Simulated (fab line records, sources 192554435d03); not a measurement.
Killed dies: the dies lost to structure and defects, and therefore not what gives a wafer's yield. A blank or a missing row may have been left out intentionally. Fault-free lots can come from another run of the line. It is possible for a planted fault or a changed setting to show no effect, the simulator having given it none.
Chamber matching / flow n5 finfet / 4 sister chambers for N5_BEOL_M12_VIA_ETCH_16 on rie diel-02
The step etches SiOC in C4F8/O2/Ar, target depth 724.8 nm. 4 wafers are shown with their chamber, then 9 later ones without.

EACH WAFER AND ITS CHAMBER
wafer=L078.4; chamber=2; drypump motor current A (A)=5.1
wafer=L083.3; chamber=1; drypump motor current A (A)=5.8
wafer=L087.1; chamber=3; drypump motor current A (A)=5.3
wafer=L087.4; chamber=0; drypump motor current A (A)=6.2

WAFERS WHOSE CHAMBER IS MISSING
wafer=L089.2; drypump motor current A (A)=5.7
wafer=L089.3; drypump motor current A (A)=6.2
wafer=L089.6; drypump motor current A (A)=6.2
wafer=L093.1; drypump motor current A (A)=5.1
wafer=L093.5; drypump motor current A (A)=5.8
wafer=L093.6; drypump motor current A (A)=6.1
wafer=L095.1; drypump motor current A (A)=5.1
wafer=L095.2; drypump motor current A (A)=6.2
wafer=L095.4; drypump motor current A (A)=5.8

WHICH CHAMBER EACH ONE RAN IN
wafer=L089.2; from the rows above=1; in truth=1
wafer=L089.3; from the rows above=0; in truth=0
wafer=L089.6; from the rows above=0; in truth=0
wafer=L093.1; from the rows above=2; in truth=2
wafer=L093.5; from the rows above=1; in truth=1
wafer=L093.6; from the rows above=0; in truth=0
wafer=L095.1; from the rows above=2; in truth=2
wafer=L095.2; from the rows above=0; in truth=0
wafer=L095.4; from the rows above=1; in truth=1
Correctly placed: 9 of 9. Can't be placed from these rows: 0. Placed wrongly: 0.
How it was worked out, from the rows above alone: a wafer's distance from a chamber is the root of the sum, over the readings, of the square of ((its reading less the chamber's mean) divided by the reading's scatter). The wafer belongs to the nearest chamber; if the next one is less than 2 further off, it can't be placed. Each chamber's mean is taken over the wafers shown for it. The scatter (one wafer shown for each chamber): square how far every hidden wafer sits from the nearest shown wafer, average those squares and take the square root.
